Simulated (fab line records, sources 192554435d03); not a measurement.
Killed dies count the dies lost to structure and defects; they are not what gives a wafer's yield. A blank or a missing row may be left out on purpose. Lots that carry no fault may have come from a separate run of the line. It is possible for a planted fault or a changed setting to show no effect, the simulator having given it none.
fab line records -- flow n5Finfet
[record] lots = 5, wafers = 13, lastDay = 18
route steps=1938 shown BEOL_M13@1684 BEOL_M14@1716 BEOL_M15@1830 PASSIVATION@1936
lots that met no fault: taken from a fault-free run of the same line
startH: hours from the record's opening day to when the first of the lot's shown wafers began -- waitH: how many hours have passed since the lot's step before this one -- " as in the row above -- L1.1+2: several wafers, shown together as one row -- - value missing, or start not given -- * or withheld: withheld -- < > ~ a bound
route shown NAME@n: a module of which the file shows steps, and the number in the route of the first -- usual: average and standard deviation across the fault-free wafers -- same: alike in all rows -- chamber/n: place in a boat -- sites: the reading at each site -- _std_site: the values' standard deviation -- _edge_site: inner sites' mean taken away from outer sites' mean -- radiusMm: for every site, how far away it sits from the centre of the wafer -- mask NAME#n: copy n -- behind: the last tool/chamber to shape the wafer -- hold: cause of the lot's hold/its duration in hours/its outcome -- device: the transistor (n, p or np) that didn't switch -- end of line: the same wafers' tests at the end of the route -- for a step that has no rows: nothing shown but its recipe -- killed: dies lost to structure and defects at the first sort, not the wafer's yield -- map: per-die view of a wafer (x killed, . not killed, _ where there is no die)
set.NAME: the run value of the setting; set.NAME@STEP: its run value at that earlier step -- model.NAME: the simulator's own value behind a step, which no gauge read
lots at some steps of the route; a table a step, a row a wafer
services: from which hour (startH, from the record's first day; less than 0 if before it) a tool's chamber was out of use, for how many hours, and why
[[steps]]
[step N5_BEOL_M13_SOFTBAKE_23]
[recipe] tempC = 130, timeS = 60
[step N5_BEOL_M13_EXPOSE_25]
[recipe] maskId = M13, na = 0.93, sourceShape = conventional, sigmaOuter = 0.4, polarization = unpolarized, targetCdNm = 210, doseMj = 22
[step N5_BEOL_M13_PEB_26]
[recipe] pebTempC = 130, pebTimeS = 90
[step N5_BEOL_M13_DEVELOP_27]
[recipe] developTimeS = 45, rinseLiquid = diw, dry = airSpin, devTempC = 21
[step N5_BEOL_M13_HARDBAKE_32]
[recipe] tempC = 130, timeS = 120
[step N5_BEOL_M13_DESCUM_33]
[recipe] chemistry = O2, timeS = 7.9, sourcePowerW = 50, biasPowerW = 20, pressureMtorr = 20, rfFrequencyHz = 2.712e+07, tempC = 40, o2FlowSccm = 225
[step N5_BEOL_M13_ETCH_67]
[recipe] chemistry = CF4, target = SiARC, targetDepthA = 1430, timeS = 238.3, ionEnergyEv = 80, pressureMtorr = 40, sourceW = 545, biasW = 36, Ar_flow_sccm = 100, cf4FlowSccm = 100, ends = cleared
[step N5_BEOL_M13_ETCH_68]
[recipe] chemistry = N2/H2, target = SOC, maskMaterial = SiARC, sourceW = 3000, biasW = 350, tempC = 40, timeS = 355, ionEnergyEv = 200, pressureMtorr = 30, n2FlowSccm = 200, h2FlowSccm = 200
[step N5_BEOL_M13_STRIP_69]
[recipe] chemistry = N2/H2, tempC = 40, n2FlowSccm = 200, h2FlowSccm = 200, rfFrequencyHz = 6e+07
[step N5_BEOL_M13_TRENCH_ETCH_34]
[recipe] chemistry = C4F8/O2/Ar, target = SiOC, targetDepthA = 4134.7, maskMaterial = SOC, pressureMtorr = 30, sourceW = 3000, biasW = 700, Ar_flow_sccm = 400, C4F8_flow_sccm = 15, O2_flow_sccm = 8, heInnerTorr = 15, heOuterTorr = 30, timeS = 162.6, ionEnergyEv = 250
[usual] drypumpMotorCurrentA = 5.8/0.5, oesProductAu = 0.80/0.1, rfVppV = 666/3.5, showerheadPlenumPTorr = 3.44/0.13, throttleValvePct = 24.21/0.28
lot.wafer,tool,chamber,startH,waitH,drypumpMotorCurrentA,oesProductAu,rfHoursCounterH,rfVppV,showerheadPlenumPTorr,throttleValvePct,model.etch.depthNm
L768.2,rieDiel-01,0,256.39,0.0,5.6,0.84,55,666,3.45,23.90,415.6
L768.3,rieDiel-01,3,256.39,0.0,6.6,0.71,195,669,3.54,24.51,418.3
L768.4,rieDiel-01,0,256.39,0.0,5.6,0.85,-,668,3.45,23.92,415.6
L778.1,rieDiel-01,1,345.52,0.0,6.6,0.94,14,672,3.64,23.75,420.3
L778.3,rieDiel-01,3,345.52,0.0,6.6,0.68,222,669,3.53,24.56,305.1
L778.6,rieDiel-01,2,345.52,0.0,5.7,0.93,-,665,3.34,24.28,308.7
L783.2,rieDiel-01,2,360.15,0.0,5.7,0.92,26,664,3.34,24.29,422
L783.3,rieDiel-01,3,360.15,0.0,6.6,0.69,226,669,3.52,24.56,308.4
L782.2,rieDiel-01,3,375.54,0.0,6.6,0.69,232,668,3.52,24.57,418.7
L782.6,rieDiel-01,1,375.54,0.0,6.6,0.92,-,671,3.63,23.73,309.7
L786.2,rieDiel-02,0,389.22,0.0,5.3,0.78,98,663,3.31,24.22,409.6
L786.3,rieDiel-02,3,389.22,0.0,5.5,0.80,106,669,3.60,24.22,407.1
L786.6,rieDiel-02,0,389.22,0.0,5.3,0.78,-,663,3.32,24.23,409.8
[step N5_BEOL_M13_STRIP_70]
[recipe] chemistry = C4F8/O2/Ar, resist = SiARC, rfFrequencyHz = 6e+07
[step N5_BEOL_M13_OCD_MEAS_35]
[usual] trenchDepthNm = 414/5.5
lot.wafer,tool,chamber,startH,waitH,trenchDepthNm
L768.2,ocd-02,-,256.57,0.0,415
L768.3,ocd-02,-,256.57,0.0,419
L768.4,ocd-02,-,256.57,0.0,416
L778.1,ocd-02,-,345.69,0.0,421
L778.3,ocd-02,-,345.69,0.0,306
L778.6,ocd-02,-,345.69,0.0,309
L783.2,ocd-02,-,360.33,0.0,422
L783.3,ocd-02,-,360.33,0.0,309
L782.2,ocd-01,-,375.71,0.0,419
L782.6,ocd-01,-,375.71,0.0,310
L786.2,ocd-01,-,389.40,0.0,409
L786.3,ocd-01,-,389.40,0.0,407
L786.6,ocd-01,-,389.40,0.0,410
[step N5_BEOL_M13_STRIP_37]
[recipe] chemistry = N2/H2, powerW = 1000, tempC = 250, h2Frac = 0.65, overashFraction = 0.3, pressureMtorr = withheld, n2FlowSccm = 1750, h2FlowSccm = 3250
[step N5_BEOL_M13_ETCH_38]
[recipe] chemistry = CF4/N2, target = SiCN, targetDepthA = 675, taperDeg = 2, timeS = 71.9, ionEnergyEv = 150, maskMaterial = SiO2, pressureMtorr = 40, sourceW = 430, biasW = 70, Ar_flow_sccm = 100, cf4FlowSccm = 60, n2FlowSccm = 60
[step N5_BEOL_M13_PRECLEAN_39]
[recipe] chemistry = residueRemover, timeS = 60, tempC = 40
[step N5_BEOL_M13_SRD_40]
[recipe] timeS = 30, tempC = 23, rinseLiquid = diw, dry = n2Spin, spinRpm = 1500, dryTimeS = 30
[step N5_BEOL_M13_DEGAS_41]
[recipe] ambient = vacuum, tempC = 250, timeS = 60
[step N5_BEOL_M13_PRE_CLEAN_42]
[recipe] gas = H2/He, timeS = 30, tempC = 250
[step N5_BEOL_M13_SPUTTER_43]
[recipe] material = TaN, targetThkA = 150, tempC = 50, biasV = 168.6, powerW = 15000, chamberPressurePa = 0.12, timeS = 24.19
[step N5_BEOL_M13_SPUTTER_44]
[recipe] material = Ta, targetThkA = 100, tempC = 50, biasV = 80, powerW = 15000, chamberPressurePa = 0.07, timeS = 16.13
[step N5_BEOL_M13_SPUTTER_45]
[recipe] material = Cu, targetThkA = 800, tempC = -20, biasV = 60, powerW = 26000, chamberPressurePa = 0.13, timeS = 13.33
[step N5_BEOL_M13_ECD_47]
[recipe] material = Cu, targetThkA = 9360
[step N5_BEOL_M13_ANNEAL_48]
[recipe] tempC = 225, timeS = 90, ambient = N2
[step N5_BEOL_M13_CMP_49]
[recipe] stopOn = SiOC, tOverpolishS = 17.1, downForcePsi = 1, platenRpm = 50, clearingPlatenDownForcePsi = 1.5, clearingPlatenRpm = 50, postCmpClean = cuAlkaline, targetThkNm = 420, clearingPlatenPadVelocityMS = 0.99484, padVelocityMS = 0.99484
[usual] barrierFieldEndpointS = 30.5/0.79, edgeZonePressureFrac = 1.000/0.0049, motorCurrentA = 6.0/0.62, overpolishRunS = 17.099/0.0093
lot.wafer,tool,chamber,startH,waitH,barrierFieldEndpointS,edgeZonePressureFrac,motorCurrentA,overpolishRunS,model.Cu_of_BEOL_M13_ECD_47.thkNm
L768.4,cmp-02,3,258.73,0.1,31.9,1.003,7.3,17.096,421.2
L768.3,cmp-02,1,258.73,0.1,30.7,1.001,6.5,17.101,424.4
L768.2,cmp-02,2,258.73,0.1,30.1,1.004,6.8,17.100,422
L778.1,cmp-02,3,347.72,0.3,31.4,1.000,7.3,17.096,428.8
L778.3,cmp-02,1,347.72,0.3,30.8,0.998,6.6,17.102,311.6
L778.6,cmp-02,2,347.72,0.3,29.8,1.003,6.6,17.094,315.8
L783.3,cmp-03,0,362.91,0.2,31.5,1.004,5.7,17.090,315.2
L783.2,cmp-03,1,362.91,0.2,30.8,1.000,5.4,17.109,427
L782.2,cmp-01,0,379.38,0.2,31.3,0.996,5.4,17.083,427.8
L782.6,cmp-01,0,379.38,0.2,31.7,0.996,5.8,17.103,317.6
L786.3,cmp-03,0,393.07,0.2,31.8,1.010,6.1,17.097,414
L786.2,cmp-03,2,393.07,0.2,29.6,1.002,6.5,17.095,412.8
L786.6,cmp-03,1,393.07,0.2,31.4,0.991,5.6,17.081,415.4
[step N5_BEOL_M13_THK_MEAS_50]
[recipe] thkMeasGauge = xrf, reads = Cu_of_BEOL_M13_ECD_47
[usual] M13_THK = 426/6.5
lot.wafer,tool,chamber,startH,waitH,M13_THK[nm]
L768.2,filmMetro-01,-,259.03,-,427
L768.3,filmMetro-01,-,259.03,-,435
L768.4,filmMetro-01,-,259.03,-,428
L778.1,filmMetro-02,-,347.98,-,433
L778.3,filmMetro-02,-,347.98,-,314
L778.6,filmMetro-02,-,347.98,-,320
L783.2,filmMetro-01,-,363.16,-,430
L783.3,filmMetro-01,-,363.16,-,315
L782.2,filmMetro-02,-,379.64,-,429
L782.6,filmMetro-02,-,379.64,-,319
L786.2,filmMetro-01,-,393.36,-,416
L786.3,filmMetro-01,-,393.36,-,415
L786.6,filmMetro-01,-,393.36,-,416
[step N5_BEOL_M13_PRE_CLEAN_52]
[recipe] gas = NH3, timeS = 15, tempC = withheld, rfPowerW = 300
[step N5_BEOL_M13_DEP_53]
[recipe] material = SiCN, targetThkA = 500, tempC = withheld, precursor = 3MS/NH3, pressureTorr = 3, rfW = 675, timeS = 17.8
[step N5_BEOL_M13_RS_MEAS_54]
[recipe] thkMeasGauge = four-point-probe, reads = Cu_of_BEOL_M13_ECD_47+Ta_of_BEOL_M13_SPUTTER_44+TaN_of_BEOL_M13_SPUTTER_43
[usual] M13_RS = 0.0449/0.00062
lot.wafer,tool,chamber,startH,waitH,M13_RS[ohm/sq]
L768.2,filmMetro-01,-,259.16,0.1,0.0447
L768.3,filmMetro-01,-,259.16,0.1,0.0445
L768.4,filmMetro-01,-,259.16,0.1,0.0448
L778.1,filmMetro-01,-,348.11,0.0,0.0440
L778.3,filmMetro-01,-,348.11,0.0,0.0613
L778.6,filmMetro-01,-,348.11,0.0,0.0605
L783.2,filmMetro-01,-,363.29,0.1,0.0442
L783.3,filmMetro-01,-,363.29,0.1,0.0605
L782.2,filmMetro-02,-,379.77,0.1,0.0441
L782.6,filmMetro-02,-,379.77,0.1,0.0601
L786.2,filmMetro-02,-,393.49,0.1,0.0458
L786.3,filmMetro-02,-,393.49,0.1,0.0457
L786.6,filmMetro-02,-,393.49,0.1,0.0454
[step N5_BEOL_M14_ILD_DEP_00]
[recipe] material = SiO2, targetThkA = 11193, tempC = 400, precursor = TEOS/O2, pressureTorr = 6.5, rfW = 900, teosFlowSccm = 161.4, gas = O2, flowSccm = 2650, timeS = 237.4
[step N5_BEOL_M14_COAT_58]
[recipe] resist = BARC, tempC = 205, timeS = 60, spinRpm = 1500, resistThkNm = 89
[step N5_BEOL_M14_COAT_04]
[recipe] spinRpm = 1704, resistThkNm = 800
[step N5_BEOL_M14_EBR_06]
[recipe] solvent = PGMEA, ebrWidthMm = 1.5
[step N5_BEOL_M14_SOFTBAKE_05]
[recipe] tempC = 130, timeS = 60
[step N5_BEOL_M14_EXPOSE_07]
[recipe] maskId = V13, na = 0.8, sourceShape = annular, sigmaInner = 0.5, sigmaOuter = 0.8, polarization = unpolarized, attpsmPhaseDeg = 180, doseMj = 57
[step N5_BEOL_M14_PEB_08]
[recipe] pebTempC = 130, pebTimeS = 90
[step N5_BEOL_M14_DEVELOP_09]
[recipe] developTimeS = 45, rinseLiquid = diw, dry = airSpin, devTempC = 21
[step N5_BEOL_M14_HARDBAKE_14]
[recipe] tempC = 130, timeS = 120
[step N5_BEOL_M15_RC_MEAS_101]
[usual] COMB_M10 = 1.43e-11/2.9e-12, COMB_M11 = 1.43e-11/2.9e-12, COMB_M12 = 6.5e-12/1.3e-12, COMB_M14 = 3.8e-12/6.9e-13, COMB_M15 = 2.6e-12/6.2e-13, COMB_M5 = 3.5e-11/7.7e-12, COMB_M6 = 2.5e-11/4.4e-12, COMB_M7 = 2.6e-11/5.1e-12, COMB_M8 = 2.6e-11/5.2e-12, COMB_M9 = 1.46e-11/2.8e-12, SERP_M10 = 3.08/0.11, SERP_M11 = 3.01/0.091, SERP_M12 = 0.637/0.022, SERP_M13 = 0.306/0.0061, SERP_M13_max_site = 0.310/0.0063, SERP_M14 = 0.160/0.0056, SERP_M5 = 38.8/2.2, SERP_M6 = 13.5/0.65, SERP_M7 = 13.6/0.67, SERP_M8 = 13.5/0.72, SERP_M9 = 3.10/0.088
lot.wafer,tool,chamber,startH,waitH,COMB_M10[S/m],COMB_M11[S/m],COMB_M12[S/m],COMB_M14[S/m],COMB_M15[S/m],COMB_M5[S/m],COMB_M6[S/m],COMB_M7[S/m],COMB_M8[S/m],COMB_M9[S/m],SERP_M10[ohm/um],SERP_M11[ohm/um],SERP_M12[ohm/um],SERP_M13[ohm/um],SERP_M13_max_site[ohm/um],SERP_M14[ohm/um],SERP_M5[ohm/um],SERP_M6[ohm/um],SERP_M7[ohm/um],SERP_M8[ohm/um],SERP_M9[ohm/um]
L768.2,prober-01,0,274.98,0.2,1.5e-11,1.24e-11,5.3e-12,5.4e-12,1.8e-12,6.7e-11,2.5e-11,1.5e-11,2.6e-11,1.44e-11,2.95,3.06,0.664,0.305,0.306,0.165,40.6,13.0,13.2,14.3,3.18
L768.3,prober-01,0,274.98,0.2,1.15e-11,1.1e-11,7.1e-12,4e-12,2.6e-12,3.8e-11,3.4e-11,1.8e-11,1.9e-11,1.46e-11,3.18,3.06,0.641,0.297,0.299,0.159,38.9,13.3,13.6,13.0,3.02
L768.4,prober-01,0,274.98,0.2,1.19e-11,1.05e-11,7.7e-12,3.9e-12,2.6e-12,4.7e-11,2.9e-11,2.1e-11,3.9e-11,1.13e-11,3.02,2.97,0.625,0.298,0.302,0.162,39.7,13.8,13.8,13.3,3.00
L778.1,prober-02,0,367.31,0.0,1.03e-11,1.33e-11,6.5e-12,3.8e-12,2.3e-12,3.7e-11,1.6e-11,2.3e-11,2.6e-11,1.29e-11,3.14,2.95,0.634,0.301,0.305,0.151,40.5,12.2,13.2,13.3,3.17
L778.3,prober-02,0,367.31,0.0,1.17e-11,1.43e-11,6.8e-12,4.1e-12,2e-12,5.1e-11,2.8e-11,2.3e-11,3.1e-11,1.43e-11,3.12,3.00,0.630,0.423,0.424,0.155,38.8,12.6,13.3,14.0,3.21
L778.6,prober-02,0,367.31,0.0,1.37e-11,1.18e-11,6.4e-12,3.2e-12,2.5e-12,3e-11,2.3e-11,2.7e-11,1.8e-11,1.72e-11,3.21,3.10,0.633,0.415,0.417,0.149,38.9,14.1,12.8,13.2,3.16
L783.2,prober-02,0,379.70,0.2,1.53e-11,1.23e-11,5.6e-12,4.6e-12,2.2e-12,2.3e-11,2.1e-11,3e-11,2.9e-11,1.29e-11,2.88,2.96,0.665,0.300,0.301,0.165,39.2,14.5,13.1,13.5,2.93
L783.3,prober-02,0,379.70,0.2,1.53e-11,1.2e-11,5e-12,3.7e-12,4.1e-12,3.4e-11,1.7e-11,3.2e-11,2.8e-11,1.22e-11,2.88,2.96,0.653,0.411,0.414,0.160,39.6,13.5,13.3,13.0,3.06
L782.2,prober-01,0,394.94,0.2,1.41e-11,1.41e-11,4.5e-12,4.2e-12,1.7e-12,2.8e-11,2.3e-11,3.1e-11,2.2e-11,2.33e-11,3.14,3.00,0.663,0.298,0.302,0.162,33.0,13.6,13.5,13.4,3.07
L782.6,prober-01,0,394.94,0.2,1.52e-11,1.25e-11,6.1e-12,3.7e-12,1.7e-12,2.8e-11,3.4e-11,2.5e-11,2.8e-11,1.67e-11,3.22,3.00,0.628,0.412,0.417,0.164,35.2,12.9,13.1,11.7,3.07
L786.2,prober-01,0,406.11,0.2,1.15e-11,1.47e-11,5.3e-12,3.9e-12,2.2e-12,4e-11,2.7e-11,2.1e-11,1.9e-11,1.22e-11,3.06,2.97,0.598,0.307,0.311,0.164,40.6,14.1,13.9,14.1,3.21
L786.3,prober-01,0,406.11,0.2,1.51e-11,1.36e-11,5e-12,2.7e-12,2.1e-12,3.5e-11,2.6e-11,2.1e-11,2.9e-11,1.19e-11,3.14,3.15,0.605,0.310,0.312,0.156,35.4,13.2,13.5,13.6,3.18
L786.6,prober-01,0,406.11,0.2,1.44e-11,1.41e-11,6.9e-12,3.5e-12,2.7e-12,3.8e-11,3e-11,2.8e-11,3.3e-11,1.39e-11,3.12,3.13,0.597,0.316,0.318,0.157,39.9,13.7,14.0,13.6,3.04
// sites SERP_M13 radiusMm=0,75,75,75,75,140,140,140,140
L768.2 0.305 0.305 0.304 0.305 0.306 0.305 0.304 0.303 0.302
L778.1 0.302 0.303 0.301 0.305 0.300 0.301 0.299 0.304 0.299
L783.2 0.294 0.299 0.300 0.298 0.300 0.301 0.296 0.300 0.301
L782.2 0.302 0.300 0.298 0.301 0.301 0.298 0.295 0.298 0.297
L786.2 0.308 0.304 0.304 0.306 0.306 0.307 0.311 0.310 0.308
[step N5_PASSIVATION_PROBE_49]
[usual] defectLimitedYield = 91.1/1.5, killed_at_M0_to_M3 = 37/11, killed_at_M4_up = 13/5.6, killedAtContacts = 12/5.6, killedAtFrontEnd = 39/11, killedAtOther = 4/3.1, killedDies = 105/18, killedOpen = 69/13, killedShort = 35/7.4, sort_bin_5_function = 5.1/0.92, sort_bin_6_memory = 3.4/0.76, sort_bin_8_speed = 0.02/0.11, sortNPass = 1075/18, sortYieldPct = 91.1/1.5
[same] grossDies = 1180, killedAtBackSide = 0, sort_bin_4_leakage[%] = 0
lot.wafer,tool,chamber,startH,waitH,defectLimitedYield[%],killed_at_M0_to_M3,killed_at_M4_up,killedAtContacts,killedAtFrontEnd,killedAtOther,killedDies,killedOpen,killedShort,sort_bin_5_function[%],sort_bin_6_memory[%],sort_bin_8_speed[%],sortNPass,sortYieldPct[%]
L778.1,prober-01,-,381.22,0.0,90.8,26,13,20,42,8,109,71,36,5.4,3.1,0,1071,90.8
L778.3,prober-01,-,381.32,0.1,91.4,52,14,10,26,0,102,68,32,4.7,3.4,0.08,1078,91.4
L778.6,prober-01,-,381.47,0.3,92.8,35,18,8,18,6,85,53,30,4.3,2.6,0.08,1095,92.8
L783.2,prober-02,-,391.87,0.1,90.0,47,17,24,29,1,118,72,45,6.1,3.6,0,1062,90.0
L783.3,prober-02,-,391.92,0.1,91.8,29,9,11,45,3,97,70,25,3.9,3.8,0.08,1083,91.8
L782.2,prober-02,-,410.08,0.1,92.4,28,18,11,31,2,90,65,25,3.9,3.5,0,1090,92.4
// killed by level:class
L778.1 MOL_CONTACT_COAG:geometricParticle:open=14 STI_FIN_REVEAL:geometricParticle:open=11 BEOL_M5:geometricParticle:open=8 STARTING-WAFER:geometricParticle:open=7 BEOL_M0_SAQP:geometricParticle:open=6 MOL_CONTACT_COAG:geometricParticle:short=6 FIN_SAQP:geometricParticle:short=5 BEOL_M0_SAQP:geometricParticle:short=5
L778.3 BEOL_M0_SAQP:geometricParticle:short=14 BEOL_M0_SAQP:geometricParticle:open=13 BEOL_M2:geometricParticle:open=12 MOL_CONTACT_COAG:geometricParticle:open=8 BEOL_M1:geometricParticle:open=5 FIN_SAQP:geometricParticle:open=4 BEOL_M5:geometricParticle:open=4 FIN_SAQP:geometricParticle:short=3
L778.6 BEOL_M0_SAQP:geometricParticle:short=11 BEOL_M0_SAQP:geometricParticle:open=8 MOL_CONTACT_COAG:geometricParticle:open=7 BEOL_M5:geometricParticle:open=6 BEOL_M1:geometricParticle:open=4 BEOL_M3:geometricParticle:open=4 BEOL_M4:geometricParticle:open=4 FIN_SAQP:geometricParticle:short=3
L783.2 MOL_CONTACT_COAG:geometricParticle:open=23 BEOL_M0_SAQP:geometricParticle:short=10 BEOL_M3:geometricParticle:open=8 GATE_CUT:geometricParticle:short=7 BEOL_M2:geometricParticle:open=7 BEOL_M2:geometricParticle:short=6 BEOL_M4:geometricParticle:open=6 BEOL_M1:geometricParticle:open=5
L783.3 FIN_SAQP:geometricParticle:open=12 BEOL_M3:geometricParticle:open=12 MOL_CONTACT_COAG:geometricParticle:open=9 STI_FIN_REVEAL:geometricParticle:open=7 DUMMY_GATE:geometricParticle:open=5 GATE_CUT:geometricParticle:open=5 BEOL_M1:geometricParticle:open=4 GATE_CUT:geometricParticle:short=3
L782.2 STI_FIN_REVEAL:geometricParticle:open=9 BEOL_M2:geometricParticle:open=8 BEOL_M4:geometricParticle:open=8 MOL_CONTACT_COAG:geometricParticle:open=6 BEOL_M3:geometricParticle:open=6 MOL_CONTACT_COAG:geometricParticle:short=5 FIN_SAQP:geometricParticle:open=4 BEOL_M0_SAQP:geometricParticle:open=4
[[services]]
tool,chamber,startH,hours,kind
rieDiel-01,2,237.75,12.4,repair
cmp-02,-,240.29,1.6,repair
rieDiel-01,2,250.55,-,clean
rieDiel-01,2,250.55,-,consumableReplace:focusRing
rieDiel-01,2,250.55,18.5,scheduledDown
rieDiel-01,2,250.55,18.5,ventCycle
cmp-01,-,252.12,1.1,repair
rieDiel-01,1,269.04,-,clean
rieDiel-01,1,269.04,-,consumableReplace:focusRing
rieDiel-01,1,269.04,-,consumableReplace:showerhead
rieDiel-01,1,269.04,21.5,scheduledDown
rieDiel-01,1,269.04,21.5,ventCycle
cmp-02,-,282.76,1.0,repair
cmp-01,-,288.05,0.5,repair
rieDiel-02,2,301.04,12.7,repair
cmp-02,-,313.07,4.0,pm
cmp-03,-,314.67,4.0,pm
cmp-02,-,317.07,3.0,pm
rieDiel-01,1,326.94,2.6,repair
rieDiel-02,1,334.58,3.1,repair
cmp-03,-,337.53,6.3,repair
rieDiel-02,3,379.35,6.9,repair
rieDiel-01,-,381.04,0.8,repair
rieDiel-01,1,387.40,9.6,repair
[[key]]
[firstSign] step = N5_BEOL_M13_OCD_MEAS_35, reading = trenchDepthNm, direction = down, sigmas = 19, usual = 414, struck = 308
[effect] step = N5_BEOL_M13_THK_MEAS_50, reading = M13_THK, direction = down, sigmas = 17, usual = 426, struck = 317
[effect] step = N5_BEOL_M13_RS_MEAS_54, reading = M13_RS, direction = up, sigmas = 25, usual = 0.0449, struck = 0.0606
[effect] step = N5_BEOL_M15_RC_MEAS_101, reading = SERP_M13, direction = up, sigmas = 18, usual = 0.306, struck = 0.415
[modelEffect] step = N5_BEOL_M13_TRENCH_ETCH_34, value = etch.depthNm, without = 415.1, struck = 308
[modelEffect] step = N5_BEOL_M13_CMP_49, value = Cu_of_BEOL_M13_ECD_47.thkNm, without = 422.2, struck = 315.1
metAt N5_BEOL_M13_TRENCH_ETCH_34
struckWafers L778.3,L778.6,L782.6,L783.3
onsetBetween 256.39 345.52
[fault] kind = processParameterDrift, tool = rieDiel-01, chamber = -, onsetH = 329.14, steps = N5_BEOL_M13_TRENCH_ETCH_34, channel = timeS, offset = *, shape = step, endH = 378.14, scope = struckWafersOnly, actsIn = *, stated = *
